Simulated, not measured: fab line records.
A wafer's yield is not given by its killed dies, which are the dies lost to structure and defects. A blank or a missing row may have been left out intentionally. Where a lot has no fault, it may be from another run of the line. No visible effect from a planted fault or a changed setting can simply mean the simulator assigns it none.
Chamber matching ; flow nand harc ; cmp-03 running NHARC_A_WL_FILL_CMP_12: 4 sister chambers
The step polishes, t overpolish 30 s, target thk 100 nm. 4 wafers are shown with their chamber, then 7 later ones without.

## EACH WAFER AND ITS CHAMBER
wafer;chamber;motor current A (A)
L338.1;1;12.3
L341.1;0;12.0
L351.1;2;11.2
L351.2;3;11.8

## WAFERS WITH NO CHAMBER GIVEN
wafer;motor current A (A)
L351.4;12.3
L352.4;12.6
L352.5;12.0
L352.6;11.7
L354.1;12.3
L354.2;11.6
L354.6;12.4

## CHAMBER TAKEN BY EACH
wafer;from the rows above;in truth
L351.4;1;1
L352.4;1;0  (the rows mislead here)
L352.5;can't be placed: 0 or 3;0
L352.6;can't be placed: 3 or 0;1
L354.1;1;1
L354.2;can't be placed: 3 or 0 or 2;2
L354.6;1;1
Correctly placed: 3 of 7. Not placeable from these rows: 3 (in 2, the candidates include the true chamber). 1 placed wrongly.
How it was worked out, from the rows above alone: a wafer's distance from a chamber is the root of the sum, over the readings, of the square of ((its reading less the chamber's mean) divided by the reading's scatter). The wafer belongs to the nearest chamber; if the next one is less than 2 further off, it can't be placed. The mean given for a chamber averages the wafers shown for that chamber. The scatter: root of mean squared gap, hidden wafer to nearest shown wafer, with one shown wafer a chamber.
